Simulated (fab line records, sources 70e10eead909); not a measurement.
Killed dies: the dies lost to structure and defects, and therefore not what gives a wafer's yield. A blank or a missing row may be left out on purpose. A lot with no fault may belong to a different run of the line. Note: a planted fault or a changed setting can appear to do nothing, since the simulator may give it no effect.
Matching of chambers / flow nand harc / NHARC_A_CHANNEL_FILL_D1_CMP_10 on cmp-04: 4 sister chambers
The step polishes, target thk 150 nm. 7 wafers are shown with their chamber, then 9 later ones without.

EACH WAFER AND ITS CHAMBER
wafer=L078.5; chamber=2; motor current A (A)=13.1; time to endpoint s (s)=11.8
wafer=L081.1; chamber=3; motor current A (A)=13.5; time to endpoint s (s)=11.4
wafer=L082.2; chamber=3; motor current A (A)=14.5; time to endpoint s (s)=16.3
wafer=L082.4; chamber=1; motor current A (A)=12.9; time to endpoint s (s)=16.6
wafer=L084.2; chamber=0; motor current A (A)=11.4; time to endpoint s (s)=16.6
wafer=L084.3; chamber=1; motor current A (A)=12.5; time to endpoint s (s)=17.0
wafer=L084.5; chamber=0; motor current A (A)=11.1; time to endpoint s (s)=15.7

WAFERS WITHOUT THEIR CHAMBER
wafer=L085.2; motor current A (A)=11.7; time to endpoint s (s)=14.0
wafer=L085.4; motor current A (A)=11.7; time to endpoint s (s)=13.5
wafer=L085.5; motor current A (A)=12.4; time to endpoint s (s)=12.0
wafer=L091.1; motor current A (A)=12.7; time to endpoint s (s)=14.6
wafer=L091.2; motor current A (A)=14.5; time to endpoint s (s)=16.4
wafer=L091.5; motor current A (A)=14.4; time to endpoint s (s)=15.6
wafer=L094.1; motor current A (A)=12.8; time to endpoint s (s)=17.4
wafer=L094.4; motor current A (A)=10.9; time to endpoint s (s)=15.6
wafer=L094.6; motor current A (A)=12.8; time to endpoint s (s)=16.9

CHAMBER TAKEN BY EACH
wafer=L085.2; from the rows above=can't be placed: 0 or 1 or 2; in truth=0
wafer=L085.4; from the rows above=can't be placed: 0 or 1 or 2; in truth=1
wafer=L085.5; from the rows above=can't be placed: 2 or 1 or 0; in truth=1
wafer=L091.1; from the rows above=can't be placed: 1 or 2 or 3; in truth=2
wafer=L091.2; from the rows above=3; in truth=3
wafer=L091.5; from the rows above=3; in truth=3
wafer=L094.1; from the rows above=1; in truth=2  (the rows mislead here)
wafer=L094.4; from the rows above=0; in truth=0
wafer=L094.6; from the rows above=1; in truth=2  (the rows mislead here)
Correct placement for 3 of the 9. From these rows, 4 cannot be placed; in 4 the true chamber is one of the candidates. Number placed wrongly: 2.
How it was worked out, from the rows above alone: a wafer's distance from a chamber is the root of the sum, over the readings, of the square of ((its reading less the chamber's mean) divided by the reading's scatter). If the next closest chamber is less than 2 further off than the closest, the wafer can't be placed; otherwise it belongs to the closest. Each chamber's mean is taken over the wafers shown for it. How the scatter is found: for the shown wafers, subtract from each reading the mean of its chamber, square and add these, divide the total by (wafers less chambers), then take the root.
